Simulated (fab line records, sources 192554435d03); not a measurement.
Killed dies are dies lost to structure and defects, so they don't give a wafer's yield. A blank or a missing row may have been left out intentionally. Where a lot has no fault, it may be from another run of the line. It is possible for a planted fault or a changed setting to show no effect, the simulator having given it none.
Matching of chambers | flow n5Finfet | 4 sister chambers for N5_BEOL_M5_ALD_86 on aldMetal-03
The step deposits TaN, pulse time 2 s, purge time 3 s, co reactant purge time 2 s. 4 wafers are shown with their chamber, then 9 later ones without.

== WAFERS PAIRED WITH THEIR CHAMBERS ==
wafer  | chamber | heaterPowerW (W)
L086.6 | 2       | 496
L087.1 | 0       | 399
L087.2 | 1       | 433
L087.3 | 3       | 374

== WAFERS MISSING THEIR CHAMBER ==
wafer  | heaterPowerW (W)
L091.3 | 432
L091.4 | 495
L091.6 | 439
L093.1 | 443
L093.4 | 481
L093.6 | 438
L096.2 | 497
L096.3 | 391
L096.5 | 439

== WHICH CHAMBER EACH ONE RAN IN ==
wafer  | from the rows above     | in truth
L091.3 | 1                       | 1
L091.4 | 2                       | 2
L091.6 | 1                       | 1
L093.1 | 1                       | 1
L093.4 | 2                       | 2
L093.6 | 1                       | 1
L096.2 | 2                       | 2
L096.3 | can't be placed: 0 or 3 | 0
L096.5 | 1                       | 1
Correctly placed: 8 of 9. Unplaceable from these rows: 1, with the true chamber sitting among the candidates in 1. Wrongly placed: 0.
How it was worked out, from the rows above alone: a wafer's distance from a chamber is the root of the sum, over the readings, of the square of ((its reading less the chamber's mean) divided by the reading's scatter). If the next closest chamber is less than 2 further off than the closest, the wafer can't be placed; otherwise it belongs to the closest. For every chamber, the mean is computed from those of its wafers that are shown. The scatter: root of mean squared gap, hidden wafer to nearest shown wafer, with one shown wafer a chamber.
